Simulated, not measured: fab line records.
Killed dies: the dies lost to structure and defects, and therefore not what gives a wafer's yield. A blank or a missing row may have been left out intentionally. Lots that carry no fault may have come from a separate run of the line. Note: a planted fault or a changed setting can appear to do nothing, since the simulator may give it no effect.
Code-filled problem report in 8D (eight disciplines) form    flow nand_harc    the parts of the form that need people (team, actions taken, sign-off) are left out

1. PROBLEM STATEMENT
At NHARC_END_SORT_01, killed_at_array averages 671 over 3 wafers from 2 lots, while fault-free wafers read 58, standard deviation 20. Measured from the usual mean, that is +31 standard deviations.
The first sign was on wafer L451.3 at day 30 06:05, on prober-01. At this step, 38 wafers from 13 lots have a number in the record. Rule for "out" (also "out of limits"): further than 4 standard deviations from the usual mean. All remaining wafers that have a number are taken as sound.

2. WHAT THIS IS AND IS NOT
question                     is                            is not
which readings at this step  killed_at_array, killed_dies  killed_at_other, killed_at_periphery, killed_open, killed_short
which lots                   L451, L454                    L441, L443, L445, L446, L447, L458, L459, L460, L461, L462, L463
which wafers of those lots   L451.3, L451.6, L454.5        L454.2, L454.6
read on which gauges         prober-01                     prober-02
when                         from day 30 06:05             up to then (15 sound wafers); but 20 sound wafers of L454, L458, L459, L460, L461, L462, L463 came after

3. THE SUSPECTS, EACH WITH WHAT RULES IT OUT
Counting: a tool at a process step up to the reading stays a suspect if it ran every lot that is out. Sound lots after the first of them don't rule it out here, since some wafers of a struck lot are sound.
- the gauge at NHARC_END_SORT_01: kept. All the wafers that are out were read on prober-01, and no step on other tools shows them out.
- har_etch-01 at NHARC_A_SLIT_ETCH_26 (etches the open film in C4F8/O2/Ar, time 90 s, target depth 400 nm): kept. It processed each lot that is out (first: L451, day 24 06:44); up to then, its last sound lot is L445 (day 21 21:23).
- cvd_w-02 at NHARC_A_WL_FILL_CVD_03 (deposits W, target thk 40 nm, time 279 s): kept. It processed each lot that is out (first: L451, day 24 16:44); up to then, its last sound lot is L447 (day 23 01:02).
- plasma_asher-01 at NHARC_A_WL_FILL_STRIP_27 (strips in N2/H2, time 20 s): kept. It processed each lot that is out (first: L451, day 24 17:26); up to then, its last sound lot is L447 (day 23 01:47).
- The sound lot-mates ran in chamber 0 of har_etch-01 at NHARC_A_SLIT_ETCH_26, but the wafers that are out ran in chamber 1.
- The sound lot-mates ran in chamber 1 of cvd_w-02 at NHARC_A_WL_FILL_CVD_03, but the wafers that are out ran in chamber 0.
Left after counting: har_etch-01 at NHARC_A_SLIT_ETCH_26, cvd_w-02 at NHARC_A_WL_FILL_CVD_03, plasma_asher-01 at NHARC_A_WL_FILL_STRIP_27, prober-01 at NHARC_END_SORT_01.

4. THE CAUSE (what the simulator had put in)
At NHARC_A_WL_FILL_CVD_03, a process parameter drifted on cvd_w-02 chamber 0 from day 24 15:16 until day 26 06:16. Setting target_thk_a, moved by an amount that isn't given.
After counting, 4 suspects remain, this tool included.

5. THE EFFECT CHAIN, in route order
Rows list readings where the struck wafers' mean (over those with a number) sits beyond 3 standard deviations from the usual. Scope: only readings with a usual standard deviation given in the record; hours: median across lots of the time from each lot's start at the first step in this table that gives one to its start at this step; sigmas: change in usual standard deviations.
hours  step               reading          usual  on struck wafers  change  sigmas
0      NHARC_END_SORT_01  killed_at_array  58     671               +613    +31
0      NHARC_END_SORT_01  killed_dies      63     677               +614    +31

6. HOW IT WOULD HAVE BEEN CAUGHT EARLIER
Counted from the fault's start at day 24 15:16, it took 135 hours until the first out-of-limits reading at a measuring or inspecting step in this record, taken at day 30 06:05.
No tool reading at NHARC_A_WL_FILL_CVD_03 that has a usual standard deviation in the record was out on any struck wafer, so an alarm limit of 4 standard deviations on those readings would not have fired.
All the lots that are out (2) had begun NHARC_A_WL_FILL_CVD_03 on cvd_w-02 by day 30 06:05. A hold on the tool at that time would have spared none of them.
